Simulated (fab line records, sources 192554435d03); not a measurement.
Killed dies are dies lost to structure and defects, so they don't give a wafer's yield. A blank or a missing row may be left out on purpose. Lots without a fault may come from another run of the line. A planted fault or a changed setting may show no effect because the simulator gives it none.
Split-lot experiment | flow n5_finfet | 7 lots, 21 wafers read, on a route of 1938 steps

THE SPLIT
At N5_FIN_SAQP_SPACER1_ALD_24 (deposits SiO2, target thk 20.3 nm, pulse time 1 s, purge time 2 s), the setting temp_c was moved away from the recipe's 300 C on 6 of the 21 wafers read, by -2.9% to +2.5%. The other wafers ran this setting at the recipe's value.

FROM THE SPLIT TO THE READING: what the file shows between them, 1 step
- N5_FIN_SAQP_SPACER1_ETCHBACK_25: etches SiO2 in CHF3/O2, target depth 24.4 nm, time 12.2 s

THE READING
FIN_SAQP.cd_nm (the simulator's own value, which no gauge read), in nm, at N5_FIN_SAQP_MANDREL1_REMOVE_56 (chemistry HBr/Cl2/O2, target a-Si, stops on SiNx, bt time 10 s). The file gives no usual value for it. The 15 wafers here that ran the recipe average 20.2 nm, standard deviation 0.088 nm.

wafer  | tool, chamber at the split | temp_c as run, C | against the recipe | FIN_SAQP.cd_nm, nm | against lot-mates on the recipe
L075.1 | ald_sin-02, 3,1            | 307.4            | +2.5%              | 20                 | -0.2
L075.5 | ald_sin-02, 3,1            | 307.4            | +2.5%              | 20                 | -0.2
L075.3 | ald_sin-02, 2              | 300              | recipe             | 20.2               | -
L078.3 | ald_sin-01, 3              | 300              | recipe             | 20.2               | -
L078.4 | ald_sin-01, 1,3            | 292.3            | -2.6%              | 20.8               | +0.6
L078.6 | ald_sin-01, 1,3            | 292.3            | -2.6%              | 21                 | +0.8
L082.1 | ald_sin-02, 3,2,0          | 300              | recipe             | 20.4               | -
L082.3 | ald_sin-02, 3,2,0          | 300              | recipe             | 20.2               | -
L082.5 | ald_sin-02, 3,2,0          | 300              | recipe             | 20.2               | -
L083.4 | ald_sin-02, 3,1,2          | 300              | recipe             | 20.2               | -
L083.5 | ald_sin-02, 3,1,2          | 300              | recipe             | 20.2               | -
L083.6 | ald_sin-02, 3,1,2          | 300              | recipe             | 20                 | -
L084.1 | ald_sin-02, 2,3            | 291.3            | -2.9%              | 20.8               | +0.8
L084.4 | ald_sin-02, 2              | 300              | recipe             | 20                 | -
L084.5 | ald_sin-02, 2,3            | 291.3            | -2.9%              | 21                 | +1.0
L087.1 | ald_sin-01, 0,1,3          | 300              | recipe             | 20.2               | -
L087.2 | ald_sin-01, 0,1,3          | 300              | recipe             | 20.2               | -
L087.4 | ald_sin-01, 0,1,3          | 300              | recipe             | 20.2               | -
L093.1 | ald_sin-01, 1,2,1          | 300              | recipe             | 20.2               | -
L093.4 | ald_sin-01, 1,2,1          | 300              | recipe             | 20.2               | -
L093.5 | ald_sin-01, 1,2,1          | 300              | recipe             | 20.2               | -
Where a row lists several chambers, the file gives one row for several wafers and doesn't say which wafer went through which chamber.

THE FIT
A straight line over all 21 wafers: FIN_SAQP.cd_nm changes by -0.198 nm for each +1% of temp_c; r = -0.90; the points scatter about the line by 0.14 nm.
The same after taking each lot's own level away (the mean of its wafers on the recipe; 21 wafers): -0.222 nm for each +1%; r = -0.91; scatter 0.14 nm.
On that fit, the largest move of temp_c shifts the reading by 0.65 nm.
The lots' own levels span 20.00 to 20.27 nm, that is 3.0 times the standard deviation above.
So the lot-to-lot level changes the slope: the two fits differ.
Check: with one of the wafers moved furthest among these (-2.9%) left out of the fit, the line predicts +0.692 nm for it against its lot-mates. It came out at +0.8 nm against them.

OTHER SPLITS ON THESE WAFERS
These wafers also went through other splits before the reading. Each is held against what the fit with the lots' levels taken away leaves over:
other split on the same wafers | wafers away from the commonest value | r with FIN_SAQP.cd_nm (lot level and that fit taken away)
N5_WELL_APT_COAT_19 spin_rpm   | 8                                    | +0.22
N5_WELL_APT_PEB_23 peb_time_s  | 8                                    | +0.22

THE FILE'S OWN FIT
FIN_SAQP.cd_nm changes by -0.232 nm for each +1% of temp_c, r = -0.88.
